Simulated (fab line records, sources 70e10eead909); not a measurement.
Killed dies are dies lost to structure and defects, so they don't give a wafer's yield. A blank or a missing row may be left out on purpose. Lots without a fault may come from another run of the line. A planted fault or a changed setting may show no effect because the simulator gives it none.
fab line records | flow nand_harc
record lots=5 wafers=14 last_day=34
route steps=1302 shown P_M0@262 END@1302
lots that met no fault: from a run of the same line without faults
start_h: hours from the record's first day to the start of the lot's first wafer shown | wait_h: hours since the lot's step before | " the same as in the row above | L1.1+2: a row that stands for several wafers | - no value, or no start given | * or withheld: withheld | < > ~ a bound
route shown NAME@n: a module of which the file shows steps, and the number in the route of the first | usual: mean/standard deviation of fault-free wafers | same: alike in all rows | chamber/n: place in a boat | sites: the reading at each site | _std_site: their standard deviation | _edge_site: outer sites' mean less inner sites' | radius_mm: how far each site lies from the wafer's centre | mask NAME#n: copy n | behind: the tool/chamber that last shaped the wafer | hold: why the lot was held/for how many hours/how that ended | device: the transistor (n, p or np) that didn't switch | end of line: the same wafers' tests at the end of the route | a step without rows: its recipe alone | killed: dies lost to structure and defects at the first sort, not the wafer's yield | map: a wafer's dies, x killed, . not, _ none there
set.NAME: the setting as run; set.NAME@STEP: as run at that earlier step | model.NAME: the simulator's own value behind a step, which no gauge read
lots at some steps of the route; a table a step, a row a wafer
services: from which hour (start_h, from the record's first day; less than 0 if before it) a tool's chamber was out of use, for how many hours, and why
## steps
# step NHARC_P_M0_DEVELOP_08
# recipe develop_time_s=35 dev_temp_c=23
# step NHARC_P_M0_CD_MEAS_09
# recipe target_cd_nm=90 landing_energy_ev=500
# usual cd_nm=89.9/0.65
# columns lot.wafer tool chamber start_h wait_h cd_nm
L651.1 cd_sem-01 0 145.58 - 90.3
L651.2 " 0 " " 90.0
L651.6 " 0 " " 90.3
L652.1 cd_sem-01 0 164.07 - 89.6
L652.2 " 0 " " 88.7
L652.3 " 0 " " 88.5
L661.1 cd_sem-03 0 246.44 - 89.8
L661.6 " 0 " " 90.2
L670.2 cd_sem-02 0 339.40 - 89.7
L670.4 " 0 " " 90.0
L670.5 " 0 " " 90.3
L671.1 cd_sem-02 0 357.23 - 89.8
L671.2 " 0 " " 89.9
L671.6 " 0 " " 89.8
# step NHARC_P_M0_OVL_MEAS_10
# recipe pitch_nm=180
# usual overlay_x_nm=0.1/0.81 overlay_y_nm=-0.2/0.82
# columns lot.wafer tool chamber start_h wait_h overlay_x_nm overlay_y_nm
L651.1 overlay-01 - 145.67 - -0.4 1.7
L651.2 " - " " 0.0 1.3
L651.6 " - " " 0.3 1.9
L652.1 overlay-01 - 164.16 - 0.1 -0.3
L652.2 " - " " -0.3 -0.1
L652.3 " - " " 0.5 -0.4
L661.1 overlay-01 - 246.53 - 0.8 0.6
L661.6 " - " " 0.6 0.7
L670.2 overlay-01 - 339.48 - 0.5 0.3
L670.4 " - " " 0.3 -0.7
L670.5 " - " " 0.5 -0.1
L671.1 overlay-01 - 357.32 - -0.2 -1.1
L671.2 " - " " 0.6 -1.7
L671.6 " - " " -0.1 -1.6
# step NHARC_P_M0_INSPECT_11
# usual raw_defect_count=4.5/2.5
# columns lot.wafer tool chamber start_h wait_h raw_defect_count
L651.1 defect_inspect-02 - 145.71 0.0 7
L651.2 " - " " 4
L651.6 " - " " 5
L652.1 defect_inspect-01 - 164.19 0.0 2
L652.2 " - " " 1
L652.3 " - " " 6
L661.1 defect_inspect-01 - 246.57 0.0 6
L661.6 " - " " 6
L670.2 defect_inspect-02 - 339.52 0.0 4
L670.4 " - " " 4
L670.5 " - " " 5
L671.1 defect_inspect-02 - 357.36 0.0 3
L671.2 " - " " 2
L671.6 " - " " 2
# step NHARC_P_M0_DESCUM_14
# recipe time_s=3 o2_flow_sccm=200 ar_flow_sccm=0 bias_power_w=0 chemistry=O2
# usual drypump_motor_current_A=5.9/0.41 oes_product_au=0.996/0.0093 rf_vpp_V=57.8/0.91 showerhead_plenum_p_Torr=1.90/0.088 throttle_valve_pct=11.311/0.0095
# columns lot.wafer tool chamber start_h wait_h drypump_motor_current_A oes_product_au rf_hours_counter_h rf_vpp_V showerhead_plenum_p_Torr throttle_valve_pct
L651.2 rie_diel-12 1 145.78 0.1 6.5 1.002 15 58.9 1.92 11.313
L651.1 " 3 " " 5.7 0.996 14 58.9 2.00 11.323
L651.6 " 3 " " 5.7 0.988 - 58.7 2.00 11.304
L652.1 rie_diel-12 2 164.26 0.1 5.1 0.991 16 59.0 1.79 11.301
L652.2 " 0 " " 4.9 0.980 18 58.2 1.81 11.312
L652.3 " 1 " " 6.5 0.986 19 59.4 1.92 11.310
L661.1 rie_diel-05 1 246.65 0.1 6.2 0.987 1 57.2 2.02 11.306
L661.6 " 3 " " 5.8 0.990 - 58.4 1.97 11.313
L670.4 rie_diel-05 3 339.58 0.1 5.7 0.998 16 57.1 1.96 11.325
L670.2 " 0 " " 6.0 1.007 17 57.6 1.78 11.317
L670.5 " 3 " " 5.7 0.991 - 57.9 1.96 11.298
L671.1 rie_diel-05 1 357.44 0.1 6.2 0.979 23 58.3 2.01 11.306
L671.2 " 2 " " 5.9 0.990 24 57.6 1.87 11.323
L671.6 " 3 " " 5.8 0.991 - 59.0 1.96 11.332
# step NHARC_P_M0_ETCH_34
# recipe target_depth_a=400 overetch_a=120 time_s=43.94 ion_energy_ev=200 n2_flow_sccm=150 h2_flow_sccm=150 ar_flow_sccm=0 rf_w=400 bias_w=150 chemistry=N2/H2
# usual drypump_motor_current_A=5.9/0.41 oes_product_au=0.996/0.01 rf_fwd_power_W=394.7/1.6 rf_vpp_V=430.1/2.7 showerhead_plenum_p_Torr=2.03/0.096 throttle_valve_pct=14.172/0.009
# columns lot.wafer tool chamber start_h wait_h drypump_motor_current_A oes_product_au rf_fwd_power_W rf_hours_counter_h rf_vpp_V showerhead_plenum_p_Torr throttle_valve_pct
L651.2 rie_diel-12 0 145.88 0.1 4.9 0.977 390.2 14 426.8 1.93 14.175
L651.1 " 1 " " 6.5 0.997 397.9 15 429.3 2.04 14.181
L651.6 " 0 " " 4.9 0.980 391.2 - 427.3 1.93 14.169
L652.3 rie_diel-12 1 164.34 0.1 6.5 0.996 395.1 19 429.5 2.04 14.171
L652.2 " 2 " " 5.1 1.008 394.1 16 427.8 1.90 14.186
L652.1 " 0 " " 4.9 0.993 391.5 18 428.4 1.93 14.183
L661.1 rie_diel-05 1 246.72 0.1 6.2 0.999 394.2 1 433.5 2.15 14.177
L661.6 " 1 " " 6.2 0.987 394.6 - 435.0 2.15 14.171
L670.2 rie_diel-05 3 339.68 0.1 5.8 0.992 393.8 16 432.5 2.09 14.165
L670.4 " 0 " " 6.0 1.009 395.6 17 426.0 1.90 14.172
L670.5 " 2 " " 5.9 0.999 395.2 - 429.0 2.00 14.183
L671.2 rie_diel-05 3 357.52 0.1 5.7 0.987 396.5 21 432.8 2.09 14.172
L671.1 " 0 " " 6.0 1.007 396.2 22 426.8 1.90 14.167
L671.6 " 2 " " 5.9 1.000 395.2 - 430.6 2.00 14.168
# step NHARC_P_M0_ETCH_15
# recipe target_depth_a=1500 overetch_a=150 time_s=82.5 c4f8_flow_sccm=withheld ar_flow_sccm=400 rf_w=600 bias_w=300 chemistry=C4F8/Ar
# step NHARC_P_M0_CD_MEAS_16
# usual cd_nm=89.7/0.92
# columns lot.wafer tool chamber start_h wait_h cd_nm
L651.1 cd_sem-02 - 146.11 - 90.1
L651.2 " - " " 89.4
L651.6 " - " " 89.9
L652.1 cd_sem-03 - 164.55 - 88.1
L652.2 " - " " 87.8
L652.3 " - " " 88.4
L661.1 cd_sem-03 - 246.93 - 89.6
L661.6 " - " " 89.2
L670.2 cd_sem-03 - 339.88 - 88.8
L670.4 " - " " 89.1
L670.5 " - " " 89.8
L671.1 cd_sem-03 - 357.73 - 88.5
L671.2 " - " " 90.6
L671.6 " - " " 90.2
# step NHARC_P_M0_STRIP_18
# recipe power_w=1000 n2_flow_sccm=150 h2_flow_sccm=150 ar_flow_sccm=0 bias_w=0 chemistry=N2/H2
# usual drypump_motor_current_A=5.9/0.38 oes_product_au=0.996/0.009 rf_fwd_power_W=997/3.3 rf_vpp_V=90.8/0.99 showerhead_plenum_p_Torr=2.03/0.096 throttle_valve_pct=14.172/0.0092
# columns lot.wafer tool chamber start_h wait_h drypump_motor_current_A oes_product_au rf_fwd_power_W rf_hours_counter_h rf_vpp_V showerhead_plenum_p_Torr throttle_valve_pct
L651.2 rie_diel-05 1 146.24 0.1 6.2 0.992 999 8 91.2 2.16 14.181
L651.1 " 2 " " 5.8 0.992 989 13 92.8 2.01 14.174
L651.6 " 0 " " 6.0 0.984 993 - 89.7 1.91 14.161
L652.2 rie_diel-05 1 164.63 0.1 6.2 1.001 997 14 92.8 2.16 14.179
L652.1 " 2 " " 5.8 1.003 1001 18 90.0 2.01 14.165
L652.3 " 0 " " 6.0 1.001 1000 18 89.9 1.91 14.178
L661.1 rie_diel-05 0 247.03 0.1 6.0 0.994 1002 1 90.6 1.90 14.179
L661.6 " 0 " " 6.0 1.001 998 - 90.4 1.90 14.168
L670.4 rie_diel-05 2 339.95 0.1 5.9 0.998 997 20 90.8 2.00 14.176
L670.2 " 1 " " 6.2 0.983 991 19 92.4 2.15 14.176
L670.5 " 3 " " 5.8 0.996 995 - 90.6 2.09 14.181
L671.2 rie_diel-12 2 357.83 0.1 5.1 1.017 997 28 89.2 1.88 14.172
L671.1 " 0 " " 4.9 1.000 992 30 90.3 1.91 14.170
L671.6 " 2 " " 5.1 1.015 999 - 90.0 1.88 14.161
# step NHARC_P_M0_STRIP_19
# recipe time_s=600 temp_c=30 chemistry=post_etch_residue_remover
# step NHARC_P_M0_DEGAS_28
# recipe temp_c=250 time_s=60
# usual heater_power_w=316/31
# columns lot.wafer tool chamber start_h wait_h heater_power_w
L651.1 pvd_sputter-03 - 146.73 - 319
L651.2 " - " " 267
L651.6 " - " " 307
L652.3 pvd_sputter-02 - 165.17 - 342
L652.2 " - " " 278
L652.1 " - " " 345
L661.1 pvd_sputter-02 - 247.54 - 343
L661.6 " - " " 350
L670.2 pvd_sputter-02 - 340.50 - 284
L670.4 " - " " 310
L670.5 " - " " 311
L671.2 pvd_sputter-03 - 358.34 - 309
L671.1 " - " " 270
L671.6 " - " " 313
# step NHARC_P_M0_PRE_CLEAN_29
# recipe time_s=30 temp_c=280 gas=H2/He
# usual heater_power_w=389/38
# columns lot.wafer tool chamber start_h wait_h heater_power_w
L651.2 pvd_sputter-03 - - - 382
L651.1 " - " " 485
L651.6 " - " " 380
L652.2 pvd_sputter-02 - - - 430
L652.1 " - " " 369
L652.3 " - " " 419
L661.1 pvd_sputter-02 - - - 419
L661.6 " - " " 364
L670.4 pvd_sputter-02 - - - 340
L670.2 " - " " 418
L670.5 " - " " 422
L671.2 pvd_sputter-03 - - - 377
L671.1 " - " " 376
L671.6 " - " " 376
# step NHARC_P_M0_PVD_20
# recipe target_thk_a=50 bias_v=168.6 power_w=15000 chamber_pressure_pa=0.12 time_s=8.06 substrate_temp_c=50 material=TaN
# usual throttle_valve_pct=30.2/0.81 time_s=8.06/0
# columns lot.wafer tool chamber start_h wait_h throttle_valve_pct time_s
L651.2 pvd_sputter-03 - 146.87 - 28.7 8.06
L651.1 " - " " 30.4 8.06
L651.6 " - " " 29.5 8.06
L652.3 pvd_sputter-02 - 165.29 - 30.5 8.06
L652.2 " - " " 31.1 8.06
L652.1 " - " " 29.6 8.06
L661.1 pvd_sputter-02 - 247.69 - 29.5 8.3627
L661.6 " - " " 31.0 8.3627
L670.2 pvd_sputter-02 - 340.62 - 31.5 8.06
L670.4 " - " " 28.6 8.06
L670.5 " - " " 31.1 8.06
L671.2 pvd_sputter-03 - 358.48 - 31.1 8.06
L671.1 " - " " 29.7 8.06
L671.6 " - " " 29.4 8.06
# step NHARC_P_M0_PVD_21
# recipe target_thk_a=300 chamber_pressure_pa=5 power_w=5000 substrate_temp_c=30 time_s=20.49 material=Cu
# step NHARC_END_SORT_01
# recipe temp_c=25
# usual defect_limited_yield=91.4/2.7 killed_at_array=53/18 killed_at_other=1.0/1.2 killed_at_periphery=3.6/2.4 killed_dies=58/18 killed_open=3.4/1.8 killed_short=2.3/1.5 sort_bin_2_pct=3.1/1.2 sort_bin_3_pct=0.7/0.39 sort_bin_4_pct=4.8/1.6 sort_n_pass=619/18 sort_rim_yield_pct=88/4.1 sort_yield_pct=91.4/2.7
# same gross_dies=677 sort_bin_5_pct[%]=0 sort_bin_6_pct[%]=0 sort_bin_7_pct[%]=0 sort_bin_8_pct[%]=0 sort_rim_n_gross=106.00
# columns lot.wafer tool chamber start_h wait_h defect_limited_yield[%] killed_at_array killed_at_other killed_at_periphery killed_dies killed_open killed_short sort_bin_2_pct[%] sort_bin_3_pct[%] sort_bin_4_pct[%] sort_n_pass sort_rim_yield_pct[%] sort_yield_pct[%]
L651.1 prober-01 0 611.94 2.5 94.7 31 1 4 36 3 4 1.5 0.4 3.4 641 88 94.7
L651.2 prober-01 0 612.74 2.8 94.8 32 1 2 35 2 3 2.5 0.1 2.5 642 86 94.8
L651.6 prober-01 0 615.93 4.0 95.3 29 0 3 32 3 0 2.1 0 2.7 645 88 95.3
L652.1 prober-01 0 628.24 2.5 92.0 51 0 3 54 4 3 1.9 0.1 5.9 623 87 92.0
L652.2 prober-01 0 629.05 2.8 91.0 55 3 3 61 5 3 2.7 1.5 4.9 616 92 91.0
L652.3 prober-01 0 629.85 3.1 91.4 53 1 4 58 1 2 3.2 0.4 4.9 619 87 91.4
L661.1 prober-02 0 683.76 2.5 87.3 75 4 7 86 5 2 4.1 0.6 8.0 591 92 87.3
L661.6 prober-02 0 687.75 4.0 89.5 59 5 7 71 3 1 2.7 0.9 6.9 606 85 89.5
L670.2 prober-01 0 772.28 2.8 92.0 51 0 3 54 4 1 3.5 0.3 4.1 623 83 92.0
L670.4 prober-01 0 773.90 3.4 91.7 50 2 4 56 5 5 1.6 1.3 5.3 621 86 91.7
L670.5 prober-01 0 774.71 3.8 94.2 37 1 1 39 1 2 2.4 0.4 3.0 638 89 94.2
L671.1 prober-01 0 802.90 2.5 92.6 48 0 2 50 3 3 3.0 0.9 3.5 627 89 92.6
L671.2 prober-01 0 803.69 2.8 93.9 39 0 2 41 4 0 3.1 0.9 2.1 636 89 93.9
L671.6 prober-01 0 806.86 4.0 90.8 60 0 2 62 1 6 3.5 1.5 4.1 615 83 90.8
# killed by level:class
L651.1 A_SLIT:chamber_film_flake=16 A_CHANNEL_HOLE_D2:chamber_film_flake=5 P_GATE:chamber_film_flake=4 A_CHANNEL_FILL_D2:geometric_particle:short=2 A_STAIRCASE:chamber_film_flake=2 A_CONTACT:chamber_film_flake=2 A_ONON_D1:geometric_particle:open=1 A_WL_FILL:geometric_particle:short=1
L651.2 A_SLIT:chamber_film_flake=16 A_CHANNEL_HOLE_D1:chamber_film_flake=4 A_CHANNEL_HOLE_D2:chamber_film_flake=3 A_CHANNEL_FILL_D2:geometric_particle:short=2 A_STAIRCASE:chamber_film_flake=2 A_WL_FILL:chamber_film_flake=2 P_M0:geometric_particle:open=1 A_DECK1_JOINT:geometric_particle:open=1
L651.6 A_SLIT:chamber_film_flake=13 A_CHANNEL_HOLE_D1:chamber_film_flake=4 A_STAIRCASE:chamber_film_flake=4 P_GATE:chamber_film_flake=2 A_CHANNEL_FILL_D2:chamber_film_flake=2 P_CONTACT:geometric_particle:open=1 A_ONON_D1:geometric_particle:open=1 A_CHANNEL_FILL_D1:geometric_particle:open=1
L652.1 A_CHANNEL_HOLE_D1:chamber_film_flake=20 A_STAIRCASE:chamber_film_flake=9 A_CHANNEL_HOLE_D2:chamber_film_flake=8 A_CONTACT:chamber_film_flake=4 A_CHANNEL_FILL_D1:chamber_film_flake=3 A_ONON_D1:geometric_particle:open=2 P_M0:geometric_particle:open=1 P_M2:geometric_particle:open=1
L652.2 A_CHANNEL_HOLE_D1:chamber_film_flake=29 A_STAIRCASE:chamber_film_flake=9 A_CHANNEL_HOLE_D2:chamber_film_flake=4 A_CONTACT:chamber_film_flake=3 THIN_TSV:chamber_film_flake=3 P_M1:geometric_particle:open=1 P_M0:geometric_particle:short=1 A_ONON_D1:geometric_particle:short=1
L652.3 A_CHANNEL_HOLE_D1:chamber_film_flake=26 A_CHANNEL_HOLE_D2:chamber_film_flake=10 A_CONTACT:chamber_film_flake=5 A_STAIRCASE:chamber_film_flake=4 P_CONTACT:chamber_film_flake=2 A_SLIT:chamber_film_flake=2 A_CHANNEL_FILL_D1:chamber_film_flake=2 A_WL_FILL:chamber_film_flake=2
L661.1 A_CHANNEL_HOLE_D1:chamber_film_flake=41 A_CHANNEL_HOLE_D2:chamber_film_flake=13 A_SLIT:chamber_film_flake=7 THIN_TSV:chamber_film_flake=4 P_GATE:chamber_film_flake=3 A_CHANNEL_FILL_D2:chamber_film_flake=3 A_ONON_D1:geometric_particle:short=2 A_WL_FILL:geometric_particle:open=2
L661.6 A_CHANNEL_HOLE_D1:chamber_film_flake=28 A_CHANNEL_HOLE_D2:chamber_film_flake=10 A_CONTACT:chamber_film_flake=6 THIN_TSV:chamber_film_flake=5 A_SLIT:chamber_film_flake=4 P_GATE:chamber_film_flake=3 A_CHANNEL_FILL_D2:chamber_film_flake=3 A_WL_FILL:chamber_film_flake=3
L670.2 A_SLIT:chamber_film_flake=21 A_CHANNEL_HOLE_D2:chamber_film_flake=16 A_STAIRCASE:chamber_film_flake=4 A_CONTACT:chamber_film_flake=3 P_M1:geometric_particle:open=1 A_CHANNEL_HOLE_D2:geometric_particle:open=1 A_CHANNEL_FILL_D2:geometric_particle:open=1 A_WL_FILL:geometric_particle:short=1
L670.4 A_SLIT:chamber_film_flake=16 A_CHANNEL_HOLE_D2:chamber_film_flake=14 A_WL_FILL:chamber_film_flake=5 A_CONTACT:chamber_film_flake=5 A_WL_FILL:geometric_particle:short=3 P_M1:geometric_particle:open=2 A_STAIRCASE:chamber_film_flake=2 THIN_TSV:chamber_film_flake=2
L670.5 A_SLIT:chamber_film_flake=19 A_CHANNEL_HOLE_D2:chamber_film_flake=6 A_CONTACT:chamber_film_flake=6 A_WL_FILL:geometric_particle:short=2 A_BLC:geometric_particle:open=1 P_ZERO_WELL:chamber_film_flake=1 A_CHANNEL_HOLE_D1:chamber_film_flake=1 A_STAIRCASE:chamber_film_flake=1
L671.1 A_SLIT:chamber_film_flake=14 A_CHANNEL_HOLE_D2:chamber_film_flake=9 A_CHANNEL_HOLE_D1:chamber_film_flake=6 A_STAIRCASE:chamber_film_flake=6 A_CONTACT:chamber_film_flake=3 A_BONDPAD:chamber_film_flake=3 A_WL_FILL:geometric_particle:short=2 P_M0:geometric_particle:open=1
L671.2 A_SLIT:chamber_film_flake=17 A_CHANNEL_HOLE_D2:chamber_film_flake=6 A_CHANNEL_HOLE_D1:chamber_film_flake=5 A_STAIRCASE:chamber_film_flake=4 A_BONDPAD:chamber_film_flake=4 P_M0:geometric_particle:open=1 A_ONON_D1:geometric_particle:open=1 A_ONON_D2:geometric_particle:open=1
L671.6 A_SLIT:chamber_film_flake=24 A_CHANNEL_HOLE_D2:chamber_film_flake=16 A_CHANNEL_HOLE_D1:chamber_film_flake=5 A_BONDPAD:chamber_film_flake=4 A_STAIRCASE:chamber_film_flake=3 A_CHANNEL_HOLE_D2:geometric_particle:short=2 A_CONTACT:chamber_film_flake=2 P_M0:geometric_particle:open=1
## services
# columns tool chamber start_h hours kind
rie_diel-05 0 135.10 - clean
rie_diel-05 1 135.10 - clean
rie_diel-05 2 135.10 - clean
rie_diel-05 3 135.10 - clean
rie_diel-12 2 144.60 1.7 repair
pvd_sputter-02 - 153.66 2.3 repair
rie_diel-05 0 159.60 - clean
rie_diel-05 1 159.60 - clean
rie_diel-05 2 159.60 - clean
rie_diel-05 3 159.60 - clean
rie_diel-12 1 162.17 1.2 repair
pvd_sputter-03 - 170.00 10.0 pm
rie_diel-12 3 205.13 6.5 repair
rie_diel-05 - 229.60 9.0 pm
rie_diel-12 3 233.64 3.6 repair
pvd_sputter-02 - 239.93 2.7 repair
pvd_sputter-02 - 250.48 2.4 repair
rie_diel-12 - 268.82 9.0 pm
rie_diel-05 3 272.43 5.9 repair
pvd_sputter-02 - 282.05 10.0 pm
rie_diel-05 0 283.35 2.7 repair
rie_diel-05 3 321.50 4.2 repair
rie_diel-12 2 325.68 7.6 repair
pvd_sputter-03 - 348.00 10.0 pm
## key
first_sign step=NHARC_P_M0_PVD_20 reading=time_s direction=up sigmas=99+ usual=* struck=*
effect none on later readings
met_at NHARC_P_M0_PVD_20
struck_wafers L661.1,L661.6
onset_between 165.29 247.69
fault kind=process_parameter_drift tool=pvd_sputter-02 chamber=- onset_h=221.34 steps=NHARC_P_M0_PVD_20 channel=time_s offset=* shape=step end_h=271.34 scope=struck_wafers_only acts_in=* stated=*
